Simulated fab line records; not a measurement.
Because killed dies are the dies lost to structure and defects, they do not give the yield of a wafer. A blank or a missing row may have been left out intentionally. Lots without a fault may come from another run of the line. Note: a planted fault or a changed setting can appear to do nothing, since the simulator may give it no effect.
A lot that was struck, set against a sound lot / flow nand harc / 18 out of 1159 route steps
Sound: the wafers L754.1, L754.4, L754.5. The struck wafers were L756.3, L756.4, L756.5. The cause is named last.
Each step with rows lists, per side, the tool, then ch with its chambers, then its first start. Under that, the readings that differ: sound wafers / struck wafers / difference of the means / sigmas: that difference in standard deviations of wafers without a fault.
alike: words and numbers the same on both sides, and readings whose means are apart by under 2 such deviations; not compared: readings that were withheld, readings missing a value for some wafer, numbers with overlapping values and no deviation given by the record, and bounds like >300 which may hide the same value.
The two part at a step that has a row with sigmas, a row that says differs or no value, or rows on one side only. When numbers do not overlap yet have no deviation, they are printed without sigmas and do not part them. A reading missing from all wafers of one side parts the sides only when that side holds two or more wafers.

NHARC_P_GATE_CD_MEAS_46: the cd target is 720 nm.
  sound on cd sem-01 ch 0, day 6 13:56; struck on cd sem-03 ch 0, day 6 22:29
  alike: cd nm
then, 1 step without rows for these wafers: NHARC_P_GATE_HARDBAKE_47 (time 80 s).
NHARC_P_GATE_DESCUM_48: chemistry O2, time 3 s.
  sound on rie diel-11 ch 1,2,3, day 6 14:08; struck on rie diel-11 ch 0,1,3, day 6 22:43
  alike: drypump motor current A, mfc ar sccm, oes product au, rf vpp V, showerhead plenum p Torr, throttle valve pct
  not compared: rf hours counter h
after that, 1 step had no rows for these wafers: NHARC_P_GATE_IMPLANT_49.
NHARC_P_GATE_STRIP_111: strips in N2/H2, time 250 s.
  sound on plasma asher-01 ch 0,1, day 6 14:29; struck on plasma asher-01 ch 0,1, day 6 23:12
  alike: drypump motor current A, heater power w
  not compared: rf hours counter h
NHARC_P_GATE_STRIP_75: strips in O2.
  sound on plasma asher-01 ch 0,1, day 6 14:46; struck on plasma asher-01 ch 0,1, day 6 23:25
  alike: drypump motor current A, heater power w
  not compared: rf hours counter h
then, 6 steps without rows for these wafers: NHARC_P_GATE_STRIP_50 (strips in SPM, time 900 s); NHARC_P_GATE_DEHYDRATE_51 (time 120 s); NHARC_P_GATE_HMDS_52 (time 30 s); NHARC_P_GATE_COAT_53; NHARC_P_GATE_SOFTBAKE_54 (time 95 s); NHARC_P_GATE_EBR_55.
NHARC_P_GATE_EXPOSE_56: exposes mask P PSD, target cd 720 nm.
  sound on krf scanner-01 ch 0, day 6 15:25; struck on krf scanner-04 ch 0, day 7 00:11
reading=mask; sound=P_PSD#0 P_PSD#0 P_PSD#0; struck=P_HVN#0 P_HVN#0 P_HVN#0; difference=differs; sigmas=
then, 2 steps without rows for these wafers: NHARC_P_GATE_PEB_57 (peb time 85 s); NHARC_P_GATE_DEVELOP_58 (time 70 s).
NHARC_P_GATE_CD_MEAS_59: the cd target is 720 nm.
  sound on cd sem-02 ch 0, day 6 15:34; struck on cd sem-01 ch 0, day 7 00:20
reading=cd nm (nm); sound=719.0 718.4 719.7; struck=- - -; difference=no value on the struck wafers; sigmas=
then, 1 step without rows for these wafers: NHARC_P_GATE_HARDBAKE_60 (time 80 s).
-- the record jumps here: 14 days lie between the struck wafers' starts before and after (it left off in module P_GATE and takes up again in module END, whose first step shown is number 1159 of the route) --
NHARC_END_SORT_01:
  here the record holds rows for the struck wafers (prober-02 ch 0, day 20 20:51) but none for the sound ones

== WHERE THEY PART ==
First at NHARC_P_GATE_EXPOSE_56; last, within this record, at NHARC_END_SORT_01.

WHY: the cause the simulator had injected
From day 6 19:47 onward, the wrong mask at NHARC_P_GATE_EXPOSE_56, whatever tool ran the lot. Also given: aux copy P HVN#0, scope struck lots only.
